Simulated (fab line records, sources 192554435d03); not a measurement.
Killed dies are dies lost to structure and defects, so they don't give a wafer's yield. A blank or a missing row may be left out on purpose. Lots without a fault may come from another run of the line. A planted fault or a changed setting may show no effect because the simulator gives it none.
Split-lot experiment | flow n5_finfet | 7 lots, 21 wafers read, on a route of 1938 steps

THE SPLIT
At N5_MOL_CONTACT_COAG_CVD_140 (deposits W, target thk 66.5 nm, time 215 s), the setting target_thk_a was moved away from the recipe's 665 angstrom on 7 of the 21 wafers read, by -9.6% to +13.0%. The other wafers ran this setting at the recipe's value.

The reading is taken at the split's own step.

THE READING
W_of_MOL_CONTACT_COAG_CVD_140.thk_nm (the simulator's own value, which no gauge read), in nm, at N5_MOL_CONTACT_COAG_CVD_140 (deposits W, target thk 66.5 nm, time 215 s). The file gives no usual value for it. The 14 wafers here that ran the recipe average 66.2 nm, standard deviation 1 nm.

wafer  | tool, chamber at the split | target_thk_a as run, angstrom | against the recipe | W_of_MOL_CONTACT_COAG_CVD_140.thk_nm, nm | against lot-mates on the recipe
L077.4 | cvd_w-02, 1                | 665                           | recipe             | 65                                       | -
L077.5 | cvd_w-02, 0                | 615.6                         | -7.4%              | 61.8                                     | -3.3
L077.6 | cvd_w-02, 1                | 665                           | recipe             | 65.2                                     | -
L082.3 | cvd_w-02, 1                | 751.6                         | +13.0%             | 74.2                                     | +6.6
L082.4 | cvd_w-02, 0                | 751.6                         | +13.0%             | 74.8                                     | +7.2
L082.5 | cvd_w-02, 0                | 665                           | recipe             | 67.6                                     | -
L084.2 | cvd_w-02, 0                | 600.9                         | -9.6%              | 60.2                                     | -7.2
L084.4 | cvd_w-02, 0                | 600.9                         | -9.6%              | 61.2                                     | -6.2
L084.5 | cvd_w-02, 0                | 665                           | recipe             | 67.4                                     | -
L089.2 | cvd_w-02, 1                | 665                           | recipe             | 65                                       | -
L089.4 | cvd_w-02, 1                | 665                           | recipe             | 64.2                                     | -
L089.6 | cvd_w-02, 1                | 665                           | recipe             | 65.2                                     | -
L093.1 | cvd_w-01, 1                | 665                           | recipe             | 65.8                                     | -
L093.2 | cvd_w-01, 0                | 665                           | recipe             | 67.2                                     | -
L093.4 | cvd_w-01, 1                | 713                           | +7.2%              | 70.6                                     | +4.1
L096.2 | cvd_w-01, 1                | 665                           | recipe             | 66.8                                     | -
L096.5 | cvd_w-01, 0                | 689.6                         | +3.7%              | 69.4                                     | +2.8
L096.6 | cvd_w-01, 1                | 665                           | recipe             | 66.4                                     | -
L097.1 | cvd_w-02, 0                | 665                           | recipe             | 67.2                                     | -
L097.2 | cvd_w-02, 1                | 665                           | recipe             | 66.4                                     | -
L097.5 | cvd_w-02, 0                | 665                           | recipe             | 66.8                                     | -

THE FIT
A straight line over all 21 wafers: W_of_MOL_CONTACT_COAG_CVD_140.thk_nm changes by +0.615 nm for each +1% of target_thk_a; r = +0.97; the points scatter about the line by 0.95 nm.
The same after taking each lot's own level away (the mean of its wafers on the recipe; 21 wafers): +0.579 nm for each +1%; r = +0.98; scatter 0.62 nm.
On that fit, the largest move of target_thk_a shifts the reading by 7.5 nm.
The lots' own levels span 64.80 to 67.60 nm, that is 2.7 times the standard deviation above.
So the lot-to-lot level changes the slope little: the two slopes agree.
Check: with one of the wafers moved furthest among these (+13.0%) left out of the fit, the line predicts +7.81 nm for it against its lot-mates. It came out at +6.6 nm against them.

OTHER SPLITS ON THESE WAFERS
These wafers also went through other splits before the reading. Each is held against what the fit with the lots' levels taken away leaves over:
other split on the same wafers        | wafers away from the commonest value | r with W_of_MOL_CONTACT_COAG_CVD_140.thk_nm (lot level and that fit taken away)
N5_SDB_COAT_05 spin_rpm               | 6                                    | -0.45
N5_HKMG_FIN_ETCH_55 bias_w            | 4                                    | -0.18
N5_HKMG_FIN_ETCH_58 source_w          | 8                                    | +0.33
N5_MOL_CONTACT_COAG_COAT_103 spin_rpm | 8                                    | -0.30
N5_MOL_CONTACT_COAG_COAT_02 spin_rpm  | 4                                    | -0.44
N5_MOL_CONTACT_COAG_COAT_77 spin_rpm  | 6                                    | -0.31

THE FILE'S OWN FIT
W_of_MOL_CONTACT_COAG_CVD_140.thk_nm changes by +0.571 nm for each +1% of target_thk_a, r = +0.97.
